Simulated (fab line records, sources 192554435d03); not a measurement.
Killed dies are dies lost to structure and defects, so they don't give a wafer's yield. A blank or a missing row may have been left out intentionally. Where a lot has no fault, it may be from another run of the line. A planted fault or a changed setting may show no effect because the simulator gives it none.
A lot that was struck, set against a sound lot ; flow n5_finfet ; 17 steps out of a route of 1938
Sound: these wafers, L213.1, L213.2, L213.5. Wafers L222.1, L222.5, L222.6 were the ones struck. The cause comes at the end.
Each step with rows lists, per side, the tool, then ch with its chambers, then its first start. Under that, the readings that differ: sound wafers ; struck wafers ; difference of the means ; sigmas: that difference in standard deviations of wafers without a fault.
alike: readings whose means differ by less than 2 such deviations, and words and numbers that are the same on both sides. not compared: withheld readings, readings that some wafer has no value for, bounds like >300 that may hide the same value, and numbers for which the record gives no deviation and whose values overlap.
A row with sigmas, a row that says differs or no value, or rows on one side alone: a step with any of these is where the two part. Non-overlapping numbers with no deviation appear without sigmas and do not part them. Lack of a reading on every wafer of one side parts them only where that side has two or more wafers.

first, 8 steps without rows for these wafers: N5_BEOL_M13_COAT_58 (time 60 s, resist thk 89 nm); N5_BEOL_M13_COAT_04 (resist thk 400 nm); N5_BEOL_M13_EBR_06; N5_BEOL_M13_SOFTBAKE_05 (time 60 s); N5_BEOL_M13_EXPOSE_07 (exposes mask V12); N5_BEOL_M13_PEB_08 (peb time 90 s); N5_BEOL_M13_DEVELOP_09 (develop time 45 s); N5_BEOL_M13_HARDBAKE_14 (time 120 s).
N5_BEOL_M13_CD_MEAS_10 targets a cd of 190 nm.
  sound on cd_sem-01 ch 0, day 12 07:02; struck on cd_sem-01 ch 0, day 14 19:49
  alike: cd_nm
N5_BEOL_M13_OVL_MEAS_11:
  sound on overlay-02 ch 0, day 12 07:04; struck on overlay-02 ch 0, day 14 19:51
  alike: V12_OVL
N5_BEOL_M13_INSPECT_12: inspects for defects (macro).
  sound: defect_inspect-02 at day 12 07:05; struck: defect_inspect-01 at day 14 19:52
  alike: raw_defect_count
N5_BEOL_M13_DESCUM_15: chemistry O2, time 7.9 s.
  sound on rie_diel-03 ch 0,1,2, day 12 07:07; struck on rie_diel-05 ch 0,3, day 14 19:56
  alike: drypump_motor_current_A, oes_product_au, rf_vpp_V, showerhead_plenum_p_Torr, throttle_valve_pct
  not compared: rf_hours_counter_h
N5_BEOL_M13_ETCH_59: etches BARC in N2/H2, target depth 89 nm, overetch 26.7 nm, time 67.9 s.
  sound on rie_diel-03 ch 0,1,2, day 12 07:10; struck on rie_diel-05 ch 0,3, day 14 19:58
  no value came back on the struck wafers for any of 7 readings (bias_w (W), chamber_pressure_mTorr (mTorr) and others); on the sound wafers bias_w (W) reads 150.3 150.5 150.5
reading;sound;struck;difference;sigmas
model.coat_of_BEOL_M13_COAT_04.thk_nm (nm);318.4 319.8 316.8;380.6 382 381;+62.9;
  not compared: rf_hours_counter_h
N5_BEOL_M13_VIA_ETCH_16: etches SiOC in C4F8/O2/Ar, target depth 921.7 nm.
  sound on rie_diel-03 ch 0,1,2, day 12 07:13; struck on rie_diel-05 ch 0,3, day 14 20:01
reading;sound;struck;difference;sigmas
model.coat_of_BEOL_M13_COAT_04.thk_nm (nm);71.4 70.6 66;132.2 130 127.6;+60.6;
  alike: C4F8_flow_sccm, O2_flow_sccm, drypump_motor_current_A, oes_product_au, rf_vpp_V, showerhead_plenum_p_Torr, throttle_valve_pct
N5_BEOL_M13_STRIP_63: strips in N2/H2.
  sound on plasma_asher-02 ch 0,1, day 12 07:26; struck on plasma_asher-02 ch 0,1, day 14 20:16
reading;sound;struck;difference;sigmas
oes_product_au (a.u.);0.672 0.690 0.674;0.701 0.697 0.704;+0.022;+5
strip_time_to_endpoint_s (s);28.1 27.9 26.5;45.0 44.4 43.7;+16.9;+15
  alike: drypump_motor_current_A, heater_power_w
  not compared: rf_hours_counter_h
N5_BEOL_M13_STRIP_64: strips in N2/H2.
  sound on plasma_asher-02 ch 0,1, day 12 07:30; struck on plasma_asher-02 ch 0,1, day 14 20:19
  alike: drypump_motor_current_A, heater_power_w, oes_product_au, strip_time_to_endpoint_s
  not compared: rf_hours_counter_h
following that, these wafers have no rows for 1 step: N5_PASSIVATION_PROBE_49.

WHERE THEY PART
At N5_BEOL_M13_ETCH_59 first; at N5_BEOL_M13_STRIP_63 last (within this record only). Later steps at which nothing parts them and some readings are alike: N5_BEOL_M13_STRIP_64.

WHY: what the simulator had put in
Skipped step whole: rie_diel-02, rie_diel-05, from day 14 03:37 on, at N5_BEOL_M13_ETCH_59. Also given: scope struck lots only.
